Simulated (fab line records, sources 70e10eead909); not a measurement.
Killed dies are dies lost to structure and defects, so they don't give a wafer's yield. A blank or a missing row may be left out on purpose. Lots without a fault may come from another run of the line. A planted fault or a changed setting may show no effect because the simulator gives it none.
Problem report in the 8D (eight disciplines) form, filled by code | flow nand_harc | the parts of the form that need people (team, actions taken, sign-off) are left out

1. THE PROBLEM
thk_nm at NHARC_A_ONON_D2_THK_MEAS_11 reads a mean of 1509 nm on 3 wafers of 2 lots; wafers without a fault read 997 nm with a standard deviation of 8.9. That is +58 standard deviations from the usual mean.
The step: measures by ellipsometry.
First seen on wafer L731.4, day 19 15:53, on film_metro-01. The record holds 42 wafers of 14 lots with a number at this step. Rule for "out", or "out of limits": more than 4 standard deviations from the usual mean. The other wafers with a number count as sound.

2. WHAT IT IS AND WHAT IT IS NOT
question                    | is                     | is not
which readings at this step | thk_nm                 | -
which lots                  | L731, L733             | L714, L715, L716, L717, L718, L720, L723, L728, L734, L735, L736, L737
which wafers of those lots  | L731.4, L733.2, L733.4 | L731.1, L731.5, L733.6
read on which gauges        | film_metro-01          | film_metro-02
when                        | from day 19 15:53      | up to then (26 sound wafers); but 13 sound wafers of L733, L734, L735, L736, L737 came after

3. SUSPECTS, AND WHAT RULES EACH OUT
Counting: a tool at a process step up to the reading stays a suspect if it ran every lot that is out. Sound lots after the first of them don't rule it out here, since some wafers of a struck lot are sound.
- the gauge at NHARC_A_ONON_D2_THK_MEAS_11: kept. All the wafers that are out were read on film_metro-01, and no step on other tools shows them out.
- ald_sin_batch-01 at NHARC_A_CHANNEL_FILL_D1_ALD_03 (deposits SiNx, target thk 6 nm, pulse time 60 s, ald cycles 58): kept. It ran every lot that is out, first L731 (day 19 15:22); its last sound lot up to then is L728 (day 18 22:14). NHARC_A_CHANNEL_FILL_D1_ALD_03 gives no start for some lots, so the hours and the order of its lots are those of NHARC_A_ONON_D2_DEP_09.
- pecvd_onon-04 at NHARC_A_ONON_D2_DEP_09 (target thk 1000 nm): kept. It ran every lot that is out, first L731 (day 19 15:22); its last sound lot up to then is L728 (day 18 22:14).
Left after counting: ald_sin_batch-01 at NHARC_A_CHANNEL_FILL_D1_ALD_03, pecvd_onon-04 at NHARC_A_ONON_D2_DEP_09, film_metro-01 at NHARC_A_ONON_D2_THK_MEAS_11.

4. THE CAUSE (what the simulator had put in)
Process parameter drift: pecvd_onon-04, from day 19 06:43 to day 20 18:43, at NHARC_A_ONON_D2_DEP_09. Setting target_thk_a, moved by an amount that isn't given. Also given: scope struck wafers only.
Counting left 3 suspects, and this tool is among them.

5. THE CHAIN OF EFFECTS, in route order
Each row: a reading whose mean over the struck wafers that have a number lies more than 3 standard deviations from the usual. Only readings for which the record gives a usual standard deviation are gone through. hours: the time from each lot's start at the first step in this table that gives one to its start at this step, as a median over the lots. sigmas: the change in usual standard deviations.
hours | step                        | reading | usual  | on struck wafers | change | sigmas
0     | NHARC_A_ONON_D2_THK_MEAS_11 | thk_nm  | 997 nm | 1509             | +512   | +58

6. WHAT WOULD HAVE CAUGHT IT SOONER
In this record the first reading out of limits at a measuring or inspecting step was taken at day 19 15:53, 9 hours after the fault began at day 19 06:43.
Of the tool readings at NHARC_A_ONON_D2_DEP_09 for which the record gives a usual standard deviation, none was out on any struck wafer, so an alarm limit of 4 standard deviations on them would not have fired.
Of the lots that are out (2), L733 began NHARC_A_ONON_D2_DEP_09 on pecvd_onon-04 after day 19 15:53. A hold on the tool at that time would have spared it.
